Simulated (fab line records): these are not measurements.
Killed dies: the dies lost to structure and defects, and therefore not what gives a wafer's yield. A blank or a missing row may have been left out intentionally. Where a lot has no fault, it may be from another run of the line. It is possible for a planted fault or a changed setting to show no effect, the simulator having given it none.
Code-filled problem report in 8D (eight disciplines) form    flow nand-harc    the parts of the form that need people (team, actions taken, sign-off) are left out

1. THE ISSUE
At NHARC_A_ONON_D2_THK_MEAS_14, thk-nm averages 669 nm over 9 wafers from 3 lots, while fault-free wafers read 1001 nm, standard deviation 10. Relative to the usual mean, that is a shift of -33 standard deviations.
The step: measures by ellipsometry.
Earliest sighting: wafer L117.2 on film-metro-02 at day 19 02:29. At this step, 39 wafers from 13 lots have a number in the record. By rule, "out" or "out of limits" means more than 4 standard deviations away from the usual mean. The other wafers with a number count as sound.

2. WHAT IT IS, WHAT IT ISN'T
question                     is                      is not
which readings at this step  thk-nm                  -
which lots                   L117, L119, L120        L102, L103, L104, L106, L108, L109, L110, L111, L122, L124
which wafers of those lots   all that have a number  -
read on which gauges         film-metro-02           film-metro-01
when                         from day 19 02:29       up to then (24 sound wafers); but 6 sound wafers of L122, L124 came after

3. WHAT RULES OUT EACH SUSPECT
Counting: a tool stays on the suspect list if, at a process step up to the reading, it processed all lots that are out and no sound lot following the first of them.
- the gauge at NHARC_A_ONON_D2_THK_MEAS_14 has been ruled out. All the wafers that are out were read on film-metro-02, but those of them that NHARC_END_SORT_01 has rows for are out there too, on other tools.
- pecvd-onon-03 at NHARC_A_ONON_D2_DEP_12 (target thk 1000 nm): kept. All lots that are out passed through it, beginning with L117 at day 19 02:01, and no sound lot followed; its final sound lot before that point was L111 at day 17 07:29.
After counting, what remains is pecvd-onon-03 at NHARC_A_ONON_D2_DEP_12.

4. THE CAUSE (what the simulator had put in)
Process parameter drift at NHARC_A_ONON_D2_DEP_12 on pecvd-onon-03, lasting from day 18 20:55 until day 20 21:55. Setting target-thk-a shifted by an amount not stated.
Counting left only this tool.

5. SEQUENCE OF EFFECTS, ordered by route
Each row: a reading whose mean over the struck wafers that have a number lies more than 3 standard deviations from the usual. Scope: only readings with a usual standard deviation given in the record; hours: median across lots of the time from each lot's start at the first step in this table that gives one to its start at this step; sigmas: change in usual standard deviations.
hours  step                         reading          usual    on struck wafers  change  sigmas
0      NHARC_A_ONON_D2_THK_MEAS_14  thk-nm           1001 nm  669               -332    -33
321    NHARC_END_SORT_01            killed-at-array  54       673               +619    +29
321    NHARC_END_SORT_01            killed-dies      58       677               +619    +29

6. WHAT WOULD HAVE CAUGHT IT SOONER
In this record the first reading out of limits at a measuring or inspecting step was taken at day 19 02:29, 6 hours after the fault began at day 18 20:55.
L119, L120, from the lots that are out (3), started NHARC_A_ONON_D2_DEP_12 on pecvd-onon-03 later than day 19 02:29. A hold on the tool at that time would have spared those 2.
